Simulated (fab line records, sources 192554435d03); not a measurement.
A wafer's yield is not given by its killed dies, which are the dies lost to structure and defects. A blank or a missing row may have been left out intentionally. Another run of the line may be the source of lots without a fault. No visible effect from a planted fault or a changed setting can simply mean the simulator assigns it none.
Matching of chambers :: flow n5_finfet :: 4 sister chambers for N5_STI_FIN_REVEAL_ALD_00 on ald_sin-04
The step deposits SiO2, target thk 1 nm, pulse time 1 s. 4 wafers are shown with their chamber, then 8 later ones without.

## WAFERS WITH THEIR CHAMBER
wafer: L090.6
chamber: 2
heater_power_w (W): 498

wafer: L091.1
chamber: 3
heater_power_w (W): 527

wafer: L091.6
chamber: 0
heater_power_w (W): 440

wafer: L093.2
chamber: 1
heater_power_w (W): 440

## WAFERS WITHOUT THEIR CHAMBER
wafer: L093.3
heater_power_w (W): 486

wafer: L093.5
heater_power_w (W): 456

wafer: L094.1
heater_power_w (W): 524

wafer: L094.4
heater_power_w (W): 482

wafer: L094.5
heater_power_w (W): 525

wafer: L096.2
heater_power_w (W): 449

wafer: L096.3
heater_power_w (W): 500

wafer: L096.5
heater_power_w (W): 528

## WHICH CHAMBER EACH ONE RAN IN
wafer: L093.3
from the rows above: 2
in truth: 2

wafer: L093.5
from the rows above: can't be placed: 0 or 1
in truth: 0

wafer: L094.1
from the rows above: 3
in truth: 3

wafer: L094.4
from the rows above: 2
in truth: 2

wafer: L094.5
from the rows above: 3
in truth: 3

wafer: L096.2
from the rows above: can't be placed: 0 or 1
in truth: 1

wafer: L096.3
from the rows above: 2
in truth: 2

wafer: L096.5
from the rows above: 3
in truth: 3
Placed correctly: 6 of 8. Unplaceable from these rows: 2, with the true chamber sitting among the candidates in 2. Wrongly placed: 0.
How it was worked out, from the rows above alone: a wafer's distance from a chamber is the root of the sum, over the readings, of the square of ((its reading less the chamber's mean) divided by the reading's scatter). If the next closest chamber is less than 2 further off than the closest, the wafer can't be placed; otherwise it belongs to the closest. For every chamber, the mean is computed from those of its wafers that are shown. The scatter: with one shown wafer a chamber, the root of the mean of the squares of how far each hidden wafer lies from its nearest shown one.
